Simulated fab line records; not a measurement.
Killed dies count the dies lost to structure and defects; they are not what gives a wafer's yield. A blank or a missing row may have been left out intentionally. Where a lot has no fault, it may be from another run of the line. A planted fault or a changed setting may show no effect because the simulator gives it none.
Comparing a struck lot with a sound one ; flow nand_harc ; 14 out of 1302 route steps
Sound: wafers L200.2, L200.5, L200.6. Wafers struck: L186.3, L186.4, L186.6. Last of all comes the cause.
Each step with rows lists, per side, the tool, then ch with its chambers, then its first start. Under that, the readings that differ: sound wafers ; struck wafers ; difference of the means ; sigmas: that difference in standard deviations of wafers without a fault.
alike: same words and numbers on both sides, and readings whose means sit less than 2 such deviations apart. not compared: any withheld reading, any reading some wafer has no value for, any bound like >300 that may hide the same value, and any number with overlapping values for which the record gives no deviation.
The two part at a step that has a row with sigmas, a row that says differs or no value, or rows on one side only. Numbers that don't overlap but have no deviation are shown without sigmas and don't part them. A reading missing from all wafers of one side parts the sides only when that side holds two or more wafers.

NHARC_A_SGD_CUT_STRIP_17: strips in O2.
  sound on rie_diel-07 ch 0,1; struck on rie_diel-04 ch 1,3
reading;sound;struck;difference;sigmas
drypump_motor_current_A (A);5.3 5.1 5.3;6.4 5.7 6.4;+0.9;+3
  alike: oes_product_au, rf_vpp_V, showerhead_plenum_p_Torr, throttle_valve_pct
  not compared: rf_hours_counter_h
then, 4 steps without rows for these wafers: NHARC_A_SGD_CUT_PRECLEAN_18 (cleans in SC1); NHARC_A_SGD_CUT_SRD_19; NHARC_A_SGD_CUT_DEP_20 (deposits SiO2, target thk 150 nm); NHARC_A_SGD_CUT_ANNEAL_27 (time 1800 s).
NHARC_A_SGD_CUT_CMP_21: polishes, target thk 148.19 nm.
  sound on cmp-03 ch 0,3, day 28 02:37; struck on cmp-01 ch 0,2, day 21 20:59
  alike: motor_current_A, time_to_endpoint_s
  not compared: pad_life_wafers
NHARC_A_SGD_CUT_THK_MEAS_22: measures by ellipsometry.
  struck on film_metro-01, day 21 21:14; sound on film_metro-01, day 28 02:51
  alike: thk_nm
then, 2 steps without rows for these wafers: NHARC_A_SGD_CUT_SRD_23; NHARC_A_SGD_CUT_ETCH_26 (etches SiO2 in dHF, target depth 45.8 nm).
NHARC_A_SGD_CUT_ETCHBACK_24: etches the open film in CH3F/O2, target depth 50 nm, time 92.857 s.
  sound on rie_diel-05 ch 0,1,2, day 28 03:05; struck on rie_diel-04 ch 0,2, day 21 21:28
  alike: bias_w, drypump_motor_current_A, oes_product_au, rf_vpp_V, showerhead_plenum_p_Torr, throttle_valve_pct
  not compared: rf_hours_counter_h
NHARC_A_SGD_CUT_STRIP_28: strips in O2, time 20 s.
  sound on rie_diel-05 ch 0,1,2, day 28 03:16; struck on rie_diel-04 ch 1,2,3
  alike: drypump_motor_current_A, oes_product_au, rf_vpp_V, showerhead_plenum_p_Torr, throttle_valve_pct
  not compared: rf_hours_counter_h
NHARC_A_SGD_CUT_INSPECT_25:
  struck on defect_inspect-02, day 21 21:41; sound on defect_inspect-01, day 28 03:22
  alike: raw_defect_count
NHARC_A_SLIT_DEP_25: deposits SiO2, target thk 200 nm.
  sound on pecvd-04 ch 1,2, day 28 03:27; struck on pecvd-02 ch 0,2, day 21 21:50
  no value came back on the struck wafers for chamber_pressure_Torr (Torr), heater_power_outer_w (W), heater_power_w (W), throttle_valve_pct (%); on the sound wafers chamber_pressure_Torr (Torr) reads 6.496 6.496 6.493
NHARC_A_SLIT_DEP_00: deposits aC, target thk 6200 nm.
  sound on acl_dep-02 ch 0, day 28 04:38; struck on acl_dep-03 ch 0, day 22 00:14
reading;sound;struck;difference;sigmas
susceptor_temp_C (C);- - -;399.82 399.88 400.22;no value on the sound wafers;
  alike: throttle_valve_pct

## WHERE THEY PART
First at NHARC_A_SGD_CUT_STRIP_17; last, within this record, at NHARC_A_SLIT_DEP_00.

WHY: what the simulator had put in
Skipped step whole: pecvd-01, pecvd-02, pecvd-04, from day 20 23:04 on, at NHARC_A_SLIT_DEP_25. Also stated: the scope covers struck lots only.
